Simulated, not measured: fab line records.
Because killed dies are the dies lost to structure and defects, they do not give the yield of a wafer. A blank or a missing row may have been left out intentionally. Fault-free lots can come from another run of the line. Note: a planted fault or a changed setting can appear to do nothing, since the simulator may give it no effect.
Which tool did it? || flow n5Finfet || 11 lots with 33 wafers sampled at 2 steps, on a route of 1938 steps

## WHAT EACH GAUGE READ, for each wafer
N5_BEOL_M15_CD_MEAS_10: the cd target is 360 nm.
{"lot": "L075", "measured": "day 11 14:05", "on": "cdSem-01", "cdNm (nm)": "357.9 358.1 359.3"}
{"lot": "L077", "measured": "day 12 17:44", "on": "cdSem-01", "cdNm (nm)": "359.7 361.2 361.2"}
{"lot": "L080", "measured": "day 13 15:49", "on": "cdSem-01", "cdNm (nm)": "358.7 358.2 357.9"}
{"lot": "L084", "measured": "day 14 20:34", "on": "cdSem-02", "cdNm (nm)": "360.4 359.7 358.4"}
{"lot": "L083", "measured": "day 14 23:53", "on": "cdSem-01", "cdNm (nm)": "363.2 360.8 362.1"}
{"lot": "L086", "measured": "day 15 05:47", "on": "cdSem-03", "cdNm (nm)": "360.8 359.4 359.6"}
{"lot": "L088", "measured": "day 15 11:43", "on": "cdSem-01", "cdNm (nm)": "361.3 361.1 360.6"}
{"lot": "L091", "measured": "day 16 15:28", "on": "cdSem-01", "cdNm (nm)": "359.2 360.7 361.1"}
{"lot": "L093", "measured": "day 16 22:50", "on": "cdSem-02", "cdNm (nm)": "358.3 358.6 357.9"}
{"lot": "L094", "measured": "day 16 23:21", "on": "cdSem-01", "cdNm (nm)": "360.4 361.0 359.7"}
{"lot": "L097", "measured": "day 18 03:40", "on": "cdSem-02", "cdNm (nm)": "359.6 360.6 359.6"}

## WHAT TOOL EACH LOT RAN ON (gives the tool, then ch and the chambers of the sampled wafers, and finally the start)
{"lot": "L075", "N5_BEOL_M15_ILD_DEP_00": "pecvd-03 ch 1,2, day 11 13:32"}
{"lot": "L077", "N5_BEOL_M15_ILD_DEP_00": "pecvd-03 ch 0,1,2, day 12 17:03"}
{"lot": "L080", "N5_BEOL_M15_ILD_DEP_00": "pecvd-04 ch 0,1,2, day 13 15:08"}
{"lot": "L084", "N5_BEOL_M15_ILD_DEP_00": "pecvd-01 ch 0,1, day 14 20:01"}
{"lot": "L083", "N5_BEOL_M15_ILD_DEP_00": "pecvd-03 ch 0,1, day 14 23:20"}
{"lot": "L086", "N5_BEOL_M15_ILD_DEP_00": "pecvd-01 ch 0,1,2, day 15 05:12"}
{"lot": "L088", "N5_BEOL_M15_ILD_DEP_00": "pecvd-01 ch 0,2, day 15 11:10"}
{"lot": "L091", "N5_BEOL_M15_ILD_DEP_00": "pecvd-04 ch 1,2, day 16 14:39"}
{"lot": "L093", "N5_BEOL_M15_ILD_DEP_00": "pecvd-03 ch 0,2, day 16 22:17"}
{"lot": "L094", "N5_BEOL_M15_ILD_DEP_00": "pecvd-01 ch 0,1, day 16 22:36"}
{"lot": "L097", "N5_BEOL_M15_ILD_DEP_00": "pecvd-04 ch 0,2, day 18 02:59"}
- N5_BEOL_M15_ILD_DEP_00: deposits SiO2 from TEOS/O2, target thk 1629.3 nm, time 346.1 s.

## THE ANSWER, worked out from the rows above alone
Rule: usual is defined by the lots themselves. Put in order of their means at a reading, lots are off if they are a third of the lots or fewer, leave a main group of 4 or more, and stand apart from it by a gap of 3 or more times the standard deviation of the main group's means; of several such gaps the widest counts. The tables above print the reading to a certain number of digits; a main group whose means all agree to those digits is not used. Also off: a lot with no number at a reading for which 4 or more lots have one. Any other lot the step has rows for is counted as sound.
No lot is off at any reading shown: from this, nothing can be told.

## WHAT THE SIMULATOR HAD PUT IN
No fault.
